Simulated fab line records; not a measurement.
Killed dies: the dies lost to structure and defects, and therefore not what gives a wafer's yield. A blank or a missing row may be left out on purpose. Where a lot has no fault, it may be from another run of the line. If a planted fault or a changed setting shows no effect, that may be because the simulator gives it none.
Matching of chambers	flow n5_finfet	N5_BEOL_M2_ETCH_64 on rie_diel-03 has 4 sister chambers
The step etches SOC in N2/H2, target depth 75 nm, overetch 22.5 nm, time 121.9 s. 18 wafers are shown with their chamber, then 9 later ones without.

EACH WAFER AND ITS CHAMBER
wafer	chamber	drypump_motor_current_A (A)	showerhead_plenum_p_Torr (Torr)	oes_product_au (a.u.)
L075.2	0	5.5	2.46	0.59
L075.3	2	6.1	2.52	0.55
L075.4	3	5.9	2.70	0.67
L076.1	0	5.5	2.46	0.59
L076.2	3	5.9	2.70	0.67
L076.5	1	5.3	2.64	0.54
L077.1	3	5.9	2.70	0.66
L077.2	1	5.3	2.63	0.54
L077.3	0	5.6	2.46	0.59
L079.1	2	6.1	2.52	0.54
L079.4	3	5.9	2.70	0.66
L079.5	3	5.9	2.70	0.66
L086.3	2	6.1	2.51	0.53
L086.5	2	6.1	2.51	0.54
L086.6	3	5.9	2.69	0.64
L087.3	2	6.1	2.51	0.53
L087.4	1	5.3	2.63	0.53
L087.5	0	5.5	2.45	0.58

SIGNATURES, as means of the wafers listed above
reading	chamber 0	chamber 1	chamber 2	chamber 3	scatter within a chamber
drypump_motor_current_A	5.525	5.300	6.100	5.900	0.0231
showerhead_plenum_p_Torr	2.4575	2.6333	2.5140	2.6983	0.00496
oes_product_au	0.5875	0.5367	0.5380	0.6600	0.00854
Rule: for each reading, subtract the chamber's mean from the wafer's reading, divide by that reading's scatter and square the result; add these up over the readings and take the root, which gives the wafer's distance from the chamber. The wafer belongs to the nearest chamber; if the next one is less than 2 further off, it can't be placed. The scatter is the square root of a quotient: the sum, over the shown wafers, of each reading's squared deviation from its chamber's mean, divided by wafers minus chambers.

WAFERS WHOSE CHAMBER IS MISSING
wafer	drypump_motor_current_A (A)	showerhead_plenum_p_Torr (Torr)	oes_product_au (a.u.)
L090.3	5.6	2.45	0.57
L090.4	5.3	2.62	0.53
L090.5	5.9	2.69	0.64
L095.1	5.6	2.44	0.57
L095.3	5.3	2.62	0.52
L095.6	5.9	2.68	0.63
L096.2	5.3	2.61	0.51
L096.5	5.3	2.61	0.51
L096.6	5.6	2.44	0.56

EACH ONE'S CHAMBER
wafer	from the rows above	in truth
L090.3	0	0
L090.4	1	1
L090.5	3	3
L095.1	0	0
L095.3	1	1
L095.6	3	3
L096.2	1	1
L096.5	1	1
L096.6	0	0
Placed correctly: 9 of 9. Not placeable from these rows: 0. Number placed wrongly: 0.
